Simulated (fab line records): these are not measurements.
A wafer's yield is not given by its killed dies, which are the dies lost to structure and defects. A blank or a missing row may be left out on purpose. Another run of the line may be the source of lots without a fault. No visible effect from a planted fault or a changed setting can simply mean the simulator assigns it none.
What tool caused it? | flow n5Finfet | 13 lots, 39 wafers sampled, at 3 steps of a route of 1938

## WHAT EACH GAUGE READ, for each wafer
N5_PASSIVATION_OVL_MEAS_63. Usual: for PAD_OVL the level is 2 nm and the standard deviation is 5.6.
lot  | measured     | on         | PAD_OVL (nm) | flag
L908 | day 11 19:24 | overlay-02 | 5 2 0        | 
L909 | day 11 22:44 | overlay-01 | 0 -2 2       | 
L910 | day 12 15:34 | overlay-01 | 9 5 6        | 
L911 | day 13 02:23 | overlay-02 | 5 -3 -3      | 
L912 | day 12 21:26 | overlay-01 | -3 2 10      | 
L913 | day 12 21:12 | overlay-01 | -2 10 5      | 
L914 | day 13 08:43 | overlay-01 | 8 0 2        | 
L921 | day 15 13:28 | overlay-02 | 3 -7 -9      | 
L923 | day 16 13:00 | overlay-01 | 3 0 5        | 
L925 | day 16 21:47 | overlay-01 | 1 0 6        | 
L926 | day 17 20:52 | overlay-02 | -5 -3 -8     | 
L928 | day 17 17:30 | overlay-02 | 1 2 -1       | 
L930 | day 18 09:40 | overlay-02 | 1 -4 -1      | 

## TOOL THAT RAN EACH LOT (tool first, then ch and the chambers of the sampled wafers, then the start)
lot  | N5_BEOL_M0_PRE_CLEAN_113    | N5_MIM_TOP_SPUTTER_03
L908 | pvdSputter-02, day 5 18:34  | pvdSputter-01, day 11 12:17
L909 | pvdSputter-01, day 6 02:02  | pvdSputter-01, day 11 17:10
L910 | pvdSputter-02, day 6 06:16  | pvdSputter-03, day 12 06:24
L911 | pvdSputter-02, day 6 12:26  | pvdSputter-03, day 12 19:46
L912 | pvdSputter-03, day 6 22:09  | pvdSputter-01, day 12 17:01
L913 | pvdSputter-03, day 7 01:45  | pvdSputter-01, day 12 16:54
L914 | pvdSputter-03, day 7 10:31  | pvdSputter-03, day 13 02:17
L921 | pvdSputter-03, day 9 04:08  | pvdSputter-02, day 15 06:52
L923 | pvdSputter-03, day 9 14:33  | pvdSputter-01, day 16 07:57
L925 | pvdSputter-01, day 10 02:34 | pvdSputter-02, day 16 14:38
L926 | pvdSputter-01, day 10 12:58 | pvdSputter-01, day 17 16:37
L928 | pvdSputter-01, day 10 21:22 | pvdSputter-01, day 17 09:46
L930 | pvdSputter-01, day 11 12:58 | pvdSputter-03, day 18 02:03
- N5_BEOL_M0_PRE_CLEAN_113: time 30 s.
- N5_MIM_TOP_SPUTTER_03: material TiN, target thk 35 nm, time 89.7 s.

## AS READ BY THE TOOLS THEMSELVES (means over the sampled wafers that have a number; for cases with no such wafer, the mark the record gives instead)
N5_BEOL_M0_PRE_CLEAN_113. Usual: heaterPowerW 325 W, standard deviation 28.
lot  | tool          | heaterPowerW (W) | flag
L908 | pvdSputter-02 | 343              | 
L909 | pvdSputter-01 | 339              | 
L910 | pvdSputter-02 | 345              | 
L911 | pvdSputter-02 | 354              | 
L912 | pvdSputter-03 | 321              | 
L913 | pvdSputter-03 | 317              | 
L914 | pvdSputter-03 | 329              | 
L921 | pvdSputter-03 | 322              | 
L923 | pvdSputter-03 | 338              | 
L925 | pvdSputter-01 | 326              | 
L926 | pvdSputter-01 | 302              | 
L928 | pvdSputter-01 | 321              | 
L930 | pvdSputter-01 | 302              | 

N5_MIM_TOP_SPUTTER_03. Usual: chamberPressurePa 0.4998 Pa, standard deviation 0.001; throttleValvePct 29.9 %, standard deviation 0.9.
lot  | tool          | chamberPressurePa (Pa) | throttleValvePct (%) | flag
L908 | pvdSputter-01 | 0.4995                 | 30.3                 | 
L909 | pvdSputter-01 | 0.4988                 | 30.4                 | 
L910 | pvdSputter-03 | 0.4999                 | 29.8                 | 
L911 | pvdSputter-03 | 0.5005                 | 30.9                 | 
L912 | pvdSputter-01 | 0.4995                 | 29.6                 | 
L913 | pvdSputter-01 | 0.4996                 | 29.6                 | 
L914 | pvdSputter-03 | 0.5000                 | 29.8                 | 
L921 | pvdSputter-02 | 0.5000                 | 29.3                 | 
L923 | pvdSputter-01 | 0.4998                 | 30.0                 | 
L925 | pvdSputter-02 | 0.5002                 | 29.3                 | 
L926 | pvdSputter-01 | 0.5002                 | 29.9                 | 
L928 | pvdSputter-01 | 0.5005                 | 29.9                 | 
L930 | pvdSputter-03 | 0.4988                 | 30.6                 | 

## THE ANSWER, worked out from the rows above alone
Rule: lot off if the mean of its wafers having a number is beyond 3 standard deviations from the usual mean. A lot without any number at a reading at which 4 lots or more have one is off too. Any other lot the step has rows for is counted as sound. Order of review: gauges by route order, followed by the tools' own readings, for which a lot's mean as printed above is used. The first step at which some lot is off is used, and at that step the reading that is off furthest; a lot without a number counts as furthest.
No lot is off at any reading shown: from this, nothing can be told.

## WHAT THE SIMULATOR HAD INSERTED
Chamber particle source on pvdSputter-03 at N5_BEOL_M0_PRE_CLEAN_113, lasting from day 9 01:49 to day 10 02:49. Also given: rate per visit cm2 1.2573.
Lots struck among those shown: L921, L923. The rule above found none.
